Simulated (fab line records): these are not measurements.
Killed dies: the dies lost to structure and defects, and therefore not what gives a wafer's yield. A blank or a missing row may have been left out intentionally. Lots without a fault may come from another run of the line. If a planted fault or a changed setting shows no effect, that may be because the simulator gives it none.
Chamber matching :: flow n5_finfet :: 4 sister chambers for N5_SD_EPI_N_ETCH_45 on rie_diel-04
The step etches SiOCN in CH3F/O2, target depth 6 nm. 4 wafers are shown with their chamber, then 8 later ones without.

== WAFERS, EACH WITH ITS CHAMBER ==
wafer: L079.1
chamber: 1
showerhead_plenum_p_Torr (Torr): 1.95

wafer: L090.5
chamber: 0
showerhead_plenum_p_Torr (Torr): 2.04

wafer: L090.6
chamber: 3
showerhead_plenum_p_Torr (Torr): 1.97

wafer: L093.1
chamber: 2
showerhead_plenum_p_Torr (Torr): 2.06

== WAFERS MISSING THEIR CHAMBER ==
wafer: L093.3
showerhead_plenum_p_Torr (Torr): 1.96

wafer: L093.4
showerhead_plenum_p_Torr (Torr): 2.04

wafer: L095.2
showerhead_plenum_p_Torr (Torr): 2.03

wafer: L095.3
showerhead_plenum_p_Torr (Torr): 2.06

wafer: L095.5
showerhead_plenum_p_Torr (Torr): 1.94

wafer: L097.3
showerhead_plenum_p_Torr (Torr): 1.94

wafer: L097.4
showerhead_plenum_p_Torr (Torr): 2.06

wafer: L097.6
showerhead_plenum_p_Torr (Torr): 1.96

== WHICH CHAMBER EACH ONE RAN IN ==
wafer: L093.3
from the rows above: can't be placed: 1 or 3
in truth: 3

wafer: L093.4
from the rows above: 0
in truth: 0

wafer: L095.2
from the rows above: 0
in truth: 0

wafer: L095.3
from the rows above: 2
in truth: 2

wafer: L095.5
from the rows above: 1
in truth: 1

wafer: L097.3
from the rows above: 1
in truth: 1

wafer: L097.4
from the rows above: 2
in truth: 2

wafer: L097.6
from the rows above: can't be placed: 1 or 3
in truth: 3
Correctly placed: 6 of 8. These rows do not allow placing 2 (true chamber among the candidates in 2). Placed wrongly: 0.
How it was worked out, from the rows above alone: a wafer's distance from a chamber is the root of the sum, over the readings, of the square of ((its reading less the chamber's mean) divided by the reading's scatter). The wafer belongs to the nearest chamber; if the next one is less than 2 further off, it can't be placed. A chamber's mean is the mean of its shown wafers. The scatter: root of mean squared gap, hidden wafer to nearest shown wafer, with one shown wafer a chamber.
